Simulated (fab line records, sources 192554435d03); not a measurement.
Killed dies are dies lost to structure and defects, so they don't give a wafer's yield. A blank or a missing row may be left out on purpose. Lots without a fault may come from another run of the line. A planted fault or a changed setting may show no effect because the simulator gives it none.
Which tool did it? | flow n5_finfet | 11 lots, 30 wafers sampled, at 3 steps of a route of 1938

WHAT THE GAUGES READ, wafer by wafer
N5_BEOL_M15_INSPECT_55: inspects for defects (darkfield). Usual: raw_defect_count 70, standard deviation 22.
lot  | measured     | on                | raw_defect_count | flag
L572 | day 12 20:47 | defect_inspect-01 | 61 41 73         |
L574 | day 12 22:38 | defect_inspect-01 | 61 94 70         |
L577 | day 13 11:13 | defect_inspect-01 | 95 108 44        |
L580 | day 14 09:20 | defect_inspect-01 | 46 57 55         |
L584 | day 15 03:28 | defect_inspect-02 | 68 101           |
L585 | day 15 18:46 | defect_inspect-02 | 65 70 66         |
L587 | day 16 06:53 | defect_inspect-02 | 51 56            |
L590 | day 16 14:14 | defect_inspect-01 | 33 60 55         |
L589 | day 16 21:46 | defect_inspect-01 | 39 66 45         |
L593 | day 17 22:10 | defect_inspect-02 | 66 73 97         |
L592 | day 18 23:30 | defect_inspect-02 | 74 105           |

WHICH TOOL RAN EACH LOT (tool, then ch and the chambers of the sampled wafers, then the start)
lot  | N5_BEOL_M15_SPUTTER_44       | N5_BEOL_M15_CMP_49
L572 | pvd_sputter-03, day 12 19:15 | cmp-04 ch 0,1, day 12 20:22
L574 | pvd_sputter-02, day 12 21:27 | cmp-03 ch 0,2,3, day 12 22:16
L577 | pvd_sputter-01, day 13 09:14 | cmp-04 ch 0,1,2, day 13 10:47
L580 | pvd_sputter-02, day 14 08:10 | cmp-04 ch 0,1,3, day 14 08:58
L584 | pvd_sputter-02, day 15 02:16 | cmp-03 ch 2,3, day 15 03:05
L585 | pvd_sputter-02, day 15 17:33 | cmp-04 ch 0,1, day 15 18:19
L587 | pvd_sputter-02, day 16 05:15 | cmp-04 ch 0,1, day 16 06:28
L590 | pvd_sputter-03, day 16 12:56 | cmp-04 ch 0,3, day 16 13:49
L589 | pvd_sputter-03, day 16 20:35 | cmp-04 ch 1,3, day 16 21:22
L593 | pvd_sputter-01, day 17 20:59 | cmp-03 ch 2,3, day 17 21:43
L592 | pvd_sputter-02, day 18 22:08 | cmp-01 ch 1,3, day 18 23:10
- N5_BEOL_M15_SPUTTER_44: material Ta, target thk 15 nm, time 24.19 s.
- N5_BEOL_M15_CMP_49: polishes, stops on SiO2, t overpolish 4.9 s, target thk 850 nm.

WHAT THE TOOLS THEMSELVES READ (means of the sampled wafers that have a number; where no wafer has one, the mark that the record gives instead)
N5_BEOL_M15_SPUTTER_44. Usual: cathode_dc_power_W 15000 W, standard deviation 2.6; susceptor_temp_C 49.99 C, standard deviation 0.12; throttle_valve_pct 30.3 %, standard deviation 0.85.
lot  | tool           | cathode_dc_power_W (W) | susceptor_temp_C (C) | throttle_valve_pct (%) | flag
L572 | pvd_sputter-03 | 15000                  | 49.89                | 31.1                   |
L574 | pvd_sputter-02 | 14998                  | 50.08                | 30.0                   |
L577 | pvd_sputter-01 | 15000                  | 49.83                | 29.7                   |
L580 | pvd_sputter-02 | 15001                  | 50.04                | 30.0                   |
L584 | pvd_sputter-02 | 14998                  | 49.89                | 29.7                   |
L585 | pvd_sputter-02 | 14999                  | 50.06                | 29.7                   |
L587 | pvd_sputter-02 | 15001                  | 49.94                | 30.2                   |
L590 | pvd_sputter-03 | 14999                  | 49.89                | 31.3                   |
L589 | pvd_sputter-03 | 15002                  | 50.08                | 31.3                   |
L593 | pvd_sputter-01 | 15001                  | 50.00                | 30.1                   |
L592 | pvd_sputter-02 | 14999                  | 49.92                | 29.7                   |

N5_BEOL_M15_CMP_49. Usual: barrier_field_endpoint_s 11.34 s, standard deviation 0.25; motor_current_A 8.1 A, standard deviation 0.58.
lot  | tool   | barrier_field_endpoint_s (s) | motor_current_A (A) | flag
L572 | cmp-04 | 11.45                        | 7.6                 |
L574 | cmp-03 | 11.33                        | 7.4                 |
L577 | cmp-04 | 11.53                        | 7.9                 |
L580 | cmp-04 | 10.93                        | 8.0                 |
L584 | cmp-03 | 13.58                        | 8.0                 | OFF
L585 | cmp-04 | 12.56                        | 8.2                 | OFF
L587 | cmp-04 | 13.66                        | 7.6                 | OFF
L590 | cmp-04 | 11.53                        | 8.3                 |
L589 | cmp-04 | 11.54                        | 8.5                 |
L593 | cmp-03 | 11.44                        | 7.5                 |
L592 | cmp-01 | 11.52                        | 8.6                 |

THE ANSWER, worked out from the rows above alone
Rule: a lot is off if the mean of its wafers that have a number lies more than 3 standard deviations from the usual mean. A lot without any number at a reading at which 4 lots or more have one is off too. The other lots that the step has rows for count as sound. The gauges are gone through in route order, then the tools' own readings, and for those a lot's mean is taken as printed above. The first step at which some lot is off is used, and at that step the reading that is off furthest; a lot without a number counts as furthest.
Off: L584, L585, L587, at N5_BEOL_M15_CMP_49 (barrier_field_endpoint_s).
A tool fits if, at that step or a process step before it, it ran every lot that is off, and no sound lot after the first of them. None of those tried fits.

WHAT THE SIMULATOR HAD PUT IN
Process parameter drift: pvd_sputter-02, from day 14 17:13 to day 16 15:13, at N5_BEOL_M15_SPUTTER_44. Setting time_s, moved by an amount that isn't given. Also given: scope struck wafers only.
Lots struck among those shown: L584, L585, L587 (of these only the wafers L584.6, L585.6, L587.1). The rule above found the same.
